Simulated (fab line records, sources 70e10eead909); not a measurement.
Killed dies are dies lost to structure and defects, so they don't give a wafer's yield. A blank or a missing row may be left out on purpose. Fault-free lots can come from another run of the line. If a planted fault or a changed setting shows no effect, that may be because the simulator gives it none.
fab line records | flow nandHarc
record lots=6 wafers=18 lastDay=25
route steps=1159 shown A_SGD_CUT@750 END@1159
lots that met no fault: from a run of the same line without faults
startH: hours from the record's opening day to when the first of the lot's shown wafers began | waitH: hours elapsed since this lot's preceding step | " identical to the entry in the row above | L1.1+2: several wafers, shown together as one row | - no value, or no start was given | * or withheld: withheld | < > ~ a bound
route shown NAME@n: names a module that has steps shown in the file, with the first one's number in the route | usual: mean and standard deviation over wafers with no fault | same: alike in all rows | chamber/n: place in a boat | sites: the reading at each site | _std_site: their standard deviation | _edge_site: inner sites' mean taken away from outer sites' mean | radiusMm: for every site, how far away it sits from the centre of the wafer | mask NAME#n: copy n | behind: the tool/chamber that last shaped the wafer | hold: why the lot went on hold/how many hours it stayed there/how the hold came to an end | device: whichever transistor did not switch (one of n, p or np) | end of line: at the end of the route, the tests of the same wafers | a step without rows: its recipe alone | killed: dies lost to structure and defects at the first sort, not the wafer's yield | map: dies across one wafer; x = killed, . = not, _ = none there
set.NAME: the setting as run; set.NAME@STEP: as run at that earlier step | model.NAME: the simulator's own value behind a step, which no gauge read
lots at selected steps of the route; one table per step, one row per wafer
services: a tool's chamber out of use, with start hour (startH, from the record's first day; less than 0 if before it), hours out, and reason
## steps
# step NHARC_A_SGD_CUT_COAT_56
# recipe tempC=260 timeS=75
# step NHARC_A_SGD_CUT_COAT_57
# recipe tempC=225 timeS=65
# step NHARC_A_SGD_CUT_COAT_03
# recipe spinRpm=1500 resistThkNm=90
# step NHARC_A_SGD_CUT_SOFTBAKE_04
# recipe tempC=105 timeS=55
# step NHARC_A_SGD_CUT_EBR_05
# step NHARC_A_SGD_CUT_EXPOSE_06
# recipe na=1.35 doseMj=85.59 maskId=SGD
# step NHARC_A_SGD_CUT_PEB_07
# recipe pebTempC=100 pebTimeS=65
# step NHARC_A_SGD_CUT_DEVELOP_08
# recipe developTimeS=35 devTempC=23
# step NHARC_A_SGD_CUT_CD_MEAS_09
# recipe targetCdNm=100 landingEnergyEv=500
# usual cdNm=99.8/0.82
# columns lot.wafer tool chamber startH waitH cdNm
L402.1 cdSem-01 0 309.73 - 100.1
L402.3 " 0 " " 100.3
L402.5 " 0 " " 100.3
L410.1 cdSem-01 0 360.87 - 97.9
L410.2 " 0 " " 98.8
L410.6 " 0 " " 98.5
L419.1 cdSem-03 0 414.56 - 100.0
L419.4 " 0 " " 100.2
L419.6 " 0 " " 100.1
L424.1 cdSem-01 0 453.85 - 101.1
L424.2 " 0 " " 100.4
L424.4 " 0 " " 101.3
L423.2 cdSem-02 0 454.02 - 99.9
L423.4 " 0 " " 100.6
L423.6 " 0 " " 100.4
L425.2 cdSem-01 0 454.22 - 100.0
L425.3 " 0 " " 100.8
L425.4 " 0 " " 100.7
# step NHARC_A_SGD_CUT_OVL_MEAS_10
# usual overlayXNm=-0.3/0.9 overlayYNm=-0.1/0.89
# columns lot.wafer tool chamber startH waitH overlayXNm overlayYNm
L402.1 overlay-02 - 309.82 - 0.2 -0.7
L402.3 " - " " 0.6 -0.5
L402.5 " - " " -0.1 -1.1
L410.1 overlay-02 - 360.96 - -1.2 -0.2
L410.2 " - " " -1.2 0.4
L410.6 " - " " -1.5 0.1
L419.1 overlay-02 - 414.65 - -0.4 0.1
L419.4 " - " " -0.1 -0.5
L419.6 " - " " -0.3 -0.2
L424.1 overlay-01 - 453.94 - 0.3 1.4
L424.2 " - " " 0.5 1.1
L424.4 " - " " -0.3 0.9
L423.2 overlay-02 - 454.11 - -0.7 0.3
L423.4 " - " " -0.7 -0.2
L423.6 " - " " -0.8 0.0
L425.2 overlay-01 - 454.31 - -0.1 -0.7
L425.3 " - " " 0.4 -1.5
L425.4 " - " " -1.0 -1.4
# step NHARC_A_SGD_CUT_INSPECT_11
# usual rawDefectCount=18/11
# columns lot.wafer tool chamber startH waitH rawDefectCount
L402.1 defectInspect-01 - 309.86 0.0 6
L402.3 " - " " 6
L402.5 " - " " 5
L410.1 defectInspect-02 - 361.00 0.0 11
L410.2 " - " " 22
L410.6 " - " " 11
L419.1 defectInspect-02 - 414.69 0.0 13
L419.4 " - " " 11
L419.6 " - " " 8
L424.1 defectInspect-01 - 453.97 0.0 12
L424.2 " - " " 11
L424.4 " - " " 15
L423.2 defectInspect-02 - 454.15 0.0 8
L423.4 " - " " 14
L423.6 " - " " 11
L425.2 defectInspect-02 - 454.34 0.0 8
L425.3 " - " " 7
L425.4 " - " " 11
# step NHARC_A_SGD_CUT_DESCUM_14
# recipe timeS=3 o2FlowSccm=200 arFlowSccm=0 biasPowerW=0 chemistry=O2
# usual drypumpMotorCurrentA=5.6/0.33 oesProductAu=0.997/0.011 rfVppV=57.8/0.89 showerheadPlenumPTorr=1.92/0.077 throttleValvePct=11.312/0.0096
# columns lot.wafer tool chamber startH waitH drypumpMotorCurrentA oesProductAu rfHoursCounterH rfVppV showerheadPlenumPTorr throttleValvePct
L402.1 rieDiel-01 0 309.94 0.1 5.3 0.993 16 57.4 1.98 11.306
L402.3 " 1 " " 5.7 1.025 17 58.3 1.97 11.293
L402.5 " 3 " " 4.9 0.973 - 57.1 1.84 11.314
L410.1 rieDiel-11 2 361.06 0.1 6.0 1.009 11 57.0 1.78 11.320
L410.2 " 3 " " 5.8 0.995 12 56.3 1.83 11.330
L410.6 " 2 " " 6.0 1.011 - 56.5 1.78 11.309
L419.4 rieDiel-11 3 414.75 0.1 5.8 0.997 3 56.4 1.83 11.307
L419.1 " 2 " " 6.0 0.995 3 57.1 1.78 11.307
L419.6 " 0 " " 5.7 0.994 - 58.0 1.96 11.322
L424.2 rieDiel-04 1 454.03 0.1 5.6 0.993 13 59.3 1.94 11.300
L424.1 " 3 " " 5.8 1.006 15 58.4 1.94 11.310
L424.4 " 0 " " 6.2 1.001 15 57.2 2.05 11.324
L423.4 rieDiel-11 3 454.21 0.1 5.8 0.994 6 58.0 1.83 11.326
L423.2 " 1 " " 5.6 0.981 6 58.6 2.05 11.316
L423.6 " 3 " " 5.8 0.999 - 57.7 1.83 11.316
L425.3 rieDiel-01 1 454.42 0.1 5.7 0.989 16 57.5 1.97 11.310
L425.2 " 2 " " 5.4 0.996 17 59.0 1.90 11.330
L425.4 " 1 " " 5.7 0.987 - 57.8 1.97 11.305
# step NHARC_A_SGD_CUT_ETCH_58
# recipe targetDepthA=390 overEtchFrac=0.3 timeS=65 ionEnergyEv=80 cf4FlowSccm=150 arFlowSccm=0 rfW=300 biasW=100 chemistry=CF4
# usual cf4FlowSccm=149.9/0.46 drypumpMotorCurrentA=5.6/0.33 oesProductAu=0.998/0.01 rfVppV=151.4/1.1 showerheadPlenumPTorr=1.78/0.069 throttleValvePct=13.284/0.0095
# same overEtchFrac=0.3
# columns lot.wafer tool chamber startH waitH cf4FlowSccm drypumpMotorCurrentA oesProductAu rfHoursCounterH rfVppV showerheadPlenumPTorr throttleValvePct
L402.1 rieDiel-01 1 310.00 0.1 149.4 5.7 1.032 17 153.3 1.82 13.297
L402.3 " 0 " " 150.4 5.3 0.981 16 151.9 1.83 13.299
L402.5 " 1 " " 149.5 5.7 1.030 - 151.7 1.82 13.284
L410.2 rieDiel-11 2 361.14 0.1 150.0 6.1 1.011 11 151.4 1.66 13.271
L410.1 " 1 " " 150.4 5.6 1.017 12 152.8 1.89 13.289
L410.6 " 3 " " 150.2 5.8 1.010 - 150.4 1.70 13.291
L419.1 rieDiel-11 0 414.83 0.1 149.7 5.6 0.802 2 151.9 1.81 13.291
L419.4 " 1 " " 150.0 5.6 0.988 2 153.2 1.89 13.281
L419.6 " 1 " " 150.8 5.6 0.992 - 154.3 1.89 13.272
L424.2 rieDiel-04 0 454.12 0.1 150.8 6.2 0.991 15 152.7 1.88 13.283
L424.4 " 1 " " 149.3 5.7 0.985 13 150.7 1.79 13.272
L424.1 " 2 " " 150.2 5.4 1.003 15 151.2 1.79 13.295
L423.4 rieDiel-11 1 454.29 0.1 148.5 5.6 0.988 6 151.9 1.89 13.291
L423.2 " 0 " " 150.1 5.6 0.808 4 152.8 1.81 13.292
L423.6 " 1 " " 150.0 5.6 0.990 - 153.2 1.89 13.302
L425.3 rieDiel-01 2 454.51 0.1 150.4 5.4 1.009 17 151.5 1.76 13.283
L425.2 " 1 " " 150.4 5.7 0.993 16 150.3 1.82 13.296
L425.4 " 1 " " 150.3 5.7 0.988 - 151.0 1.82 13.305
# step NHARC_A_SGD_CUT_ETCH_59
# recipe targetDepthA=2600 overEtchFrac=0.25 timeS=406.25 ionEnergyEv=200 n2FlowSccm=150 h2FlowSccm=150 arFlowSccm=0 rfW=400 biasW=150 chemistry=N2/H2
# usual drypumpMotorCurrentA=5.6/0.33 oesProductAu=0.997/0.011 rfVppV=430.9/2.6 showerheadPlenumPTorr=2.06/0.088 throttleValvePct=14.171/0.0082
# same overEtchFrac=0.25
# columns lot.wafer tool chamber startH waitH drypumpMotorCurrentA oesProductAu rfHoursCounterH rfVppV showerheadPlenumPTorr throttleValvePct
L402.3 rieDiel-01 0 - - 5.3 0.989 16 431.2 2.11 14.166
L402.1 " 2 " " 5.4 0.998 17 431.4 2.03 14.160
L402.5 " 3 " " 4.9 0.974 - 427.4 1.95 14.173
L410.1 rieDiel-11 0 - - 5.6 0.999 10 432.7 2.09 14.163
L410.2 " 1 " " 5.6 1.015 12 434.8 2.19 14.169
L410.6 " 3 " " 5.8 1.000 - 428.4 1.95 14.175
L419.4 rieDiel-11 0 - - 5.6 0.995 2 433.0 2.09 14.170
L419.1 " 2 " " 6.0 0.995 3 426.7 1.89 14.184
L419.6 " 1 " " 5.6 0.986 - 434.8 2.19 14.173
L424.4 rieDiel-04 0 - - 6.2 1.000 15 435.4 2.19 14.167
L424.2 " 1 " " 5.6 0.997 13 430.3 2.07 14.153
L424.1 " 2 " " 5.4 1.008 15 432.0 2.07 14.174
L423.2 rieDiel-11 3 - - 5.7 0.989 6 427.4 1.94 14.166
L423.4 " 0 " " 5.6 0.994 4 432.4 2.09 14.172
L423.6 " 1 " " 5.6 0.989 - 434.5 2.19 14.165
L425.2 rieDiel-01 2 - - 5.4 1.005 17 429.1 2.02 14.162
L425.3 " 3 " " 4.9 0.989 15 427.2 1.95 14.178
L425.4 " 3 " " 4.9 0.986 - 428.7 1.95 14.179
# step NHARC_END_SORT_01
# recipe tempC=25
# usual killedAtArray=27/11 killedAtOther=0.7/1.1 killedAtPeriphery=3.6/2.4 killedDies=32/11 killedOpen=3.3/1.8 killedShort=2.1/1.5
# same grossDies=677
# columns lot.wafer tool chamber startH waitH killedAtArray killedAtOther killedAtPeriphery killedDies killedOpen killedShort
L419.1 prober-01 0 552.20 2.5 659 1 1 661 9 2
L423.2 prober-02 0 582.82 2.8 662 0 1 663 0 1
# killed by level:class
L419.1 A_SGD_CUT:areaEtch=633 A_CONTACT:chamberFilmFlake=8 A_CHANNEL_HOLE_D1:chamberFilmFlake=6 A_ZERO_WELL:chamberFilmFlake=3 A_CONTACT:geometricParticle:open=2 A_BLC:geometricParticle:open=2 A_M0:geometricParticle:open=2 P_M0:geometricParticle:open=1
L423.2 A_SGD_CUT:areaEtch=636 A_SLIT:chamberFilmFlake=14 A_CHANNEL_HOLE_D1:chamberFilmFlake=7 A_CONTACT:chamberFilmFlake=2 A_ONON_D1:geometricParticle:short=1 P_GATE:chamberFilmFlake=1 A_STAIRCASE:chamberFilmFlake=1 A_WL_FILL:chamberFilmFlake=1
# map L419.1 (x killed, . not)
____________x____________
_________xxxxxxx_________
_______xxxxxxxxxxx_______
______xxxxxxxxxxxxx______
_____xxxxxxxxxxxxxxx_____
____xxxxxxxxxxxxxxxxx____
____xxxxxxxxxxxxxxxxx____
___xxxxxxxxxxxxxxxxxxx___
___xxxxxxxxxxxxxxxxxxx___
__xxxxxxxxxxxxxxxxxxxxx__
__xxxxxxxxxxxxxxxxxxxxx__
_xxxxxxxxxxxxxxxxxxxxxxx_
_xxxxxxxxxxxxxxxxxxxxxxx_
_xxxxxxxxxxxxxxxxxxxxxxx_
_xxxxxxxxxxxxxxxxxxxxxx._
_xxxxxxxxxxxxxxxxxxxxxxx_
xxxxxxxxxxxxxxxxxxxxxxxxx
.xxxxxxxxxxxxxxxxxxxxxxxx
xxxxxxxxxxxxxxxxxxxxxxxxx
x.xxxxxxxxxxxxxxxxxxxxxxx
xxxxxxxxxxxxxxxxxxxxxxx.x
_xxxxxxxxxxxxxxxxxxxxxxx_
_x.xxxxxxxxxxxxxxxxxxxxx_
_xxxxxxxxxxxxxxx.xxxxxxx_
_xxxxxxxxxxxxxxx.xxxxxxx_
_xxxxxxxxxxxxxxxxxxxxx.x_
__xxxxxxxxxxxxxxxxxxxxx__
__xxxxxxxxxxxxxxxxxx.xx__
___xxxxxxxxxxxxxxxxxxx___
___xxxxxxxxxxxxxxxx.xx___
____xxxxxxxxxxxxxxxxx____
____xx.xx.xxxxxxxxxxx____
_____xxxxxxxxxxxxxxx_____
______xxxxxxxxxxxxx______
_______x.xxxxx.xxx_______
_________.xx.xxx_________
____________x____________
# map L423.2 (x killed, . not)
____________x____________
_________xxxxxxx_________
_______xxxxxxxxxxx_______
______xxxxxxxxxxxxx______
_____xxxxxxxxxxxxxxx_____
____xxxxxxxxxxxxxxxxx____
____xxxxxxxxxxxxxxxxx____
___xxxxxxxxxxxxxxxxxxx___
___xxxxxxxxxxxxxxxxxxx___
__xxxxxxxxxxxxxxxxxxxxx__
__xxxxxxxxxxxxxxxxxxxxx__
_xxxxxxxxxxxxxxxxxxxxxxx_
_xxxxxxxxxxxxxxxxxxxxxxx_
_xxxxxxxxxxxxxxxxxxxxxxx_
_xxxxxxxxxx.xxxxxxxxxxxx_
_xxxxxxxxxxxxxxxxxxxxx.x_
xxxxxxxxxxxxxxxxx.xxxxxxx
xxxxxxxxxxxxxx.xx.xxxxxxx
xxxxxxxxxxxxxxxxxxxxxxxxx
xxxxxxxxxxxxxxxxxxxxxxxxx
xxxxxxxxxxxx....xxxxxxxxx
_xxxxxxxxxxxxxxxx.xxxxxx_
_xxxxxxxxxxxxxxxxxxxxxxx_
_xxxxx.xxxxx.xxxxxxxxxxx_
_xxxxxxxxxxxxxxx.xxxxxxx_
_xxxxxxxxxxxxxxxxxxxxxxx_
__xxxxxxxxxxxxxxxxxxxxx__
__xxxxxxxxxxxxxxxxxxxxx__
___xxxxxxxxxxxxxxxxxxx___
___xxxxxxxxxxxxxxxxxxx___
____xxxxxxxxxxxxxxxxx____
____xxxxxxxxxxxxxxxxx____
_____xxxxx.xxxxxxxxx_____
______xxxxxxxxxxxxx______
_______xxxxxxxxxxx_______
_________xxxxxxx_________
____________x____________
## services
# columns tool chamber startH hours kind
rieDiel-04 - 288.90 9.0 pm
rieDiel-11 0 293.37 1.8 repair
rieDiel-11 0 296.55 - clean
rieDiel-11 1 296.55 - clean
rieDiel-11 2 296.55 - clean
rieDiel-11 3 296.55 - clean
rieDiel-01 - 314.80 9.0 pm
rieDiel-04 0 317.68 2.6 repair
rieDiel-11 0 320.51 2.8 repair
rieDiel-11 1 321.05 - clean
rieDiel-11 2 321.05 - clean
rieDiel-11 3 321.05 - clean
rieDiel-11 0 336.20 3.0 repair
rieDiel-11 0 345.55 - clean
rieDiel-11 1 345.55 - clean
rieDiel-11 2 345.55 - clean
rieDiel-11 3 345.55 - clean
rieDiel-11 3 355.45 3.2 repair
rieDiel-11 - 366.50 9.0 pm
rieDiel-11 0 366.50 9.0 ventCycle
rieDiel-01 0 417.19 1.7 repair
rieDiel-11 0 426.00 19.1 repair
rieDiel-04 1 436.02 14.3 repair
rieDiel-01 0 443.66 13.7 repair
## key
firstSign step=NHARC_A_SGD_CUT_ETCH_58 reading=oesProductAu direction=down sigmas=19 usual=0.998 struck=0.805
effect step=NHARC_END_SORT_01 reading=killedAtArray direction=up sigmas=59 usual=27 struck=660
moreKillsBornAt NHARC_A_SGD_CUT_ETCH_58@rieDiel-11=1269
metAt NHARC_A_SGD_CUT_ETCH_58
struckWafers L419.1,L423.2
laterRowsLeftOut L419.1,L423.2
testerLeftOut L419,L423
fault kind=processParameterDrift tool=rieDiel-11 chamber=0 onsetH=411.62 steps=NHARC_A_SGD_CUT_ETCH_58 channel=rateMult offset=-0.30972 shape=step endH=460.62
# testerLeftOut: of these lots the tester's yield and bins aren't shown, on N5 and GAA mostly nor the transistor test; their killed dies are dies lost to structure and defects alone, not to doping, threshold or leakage, so they don't give the yield
# laterRowsLeftOut: the simulator's readings of these wafers behind a module that went badly wrong aren't trusted and aren't shown, but for the sort
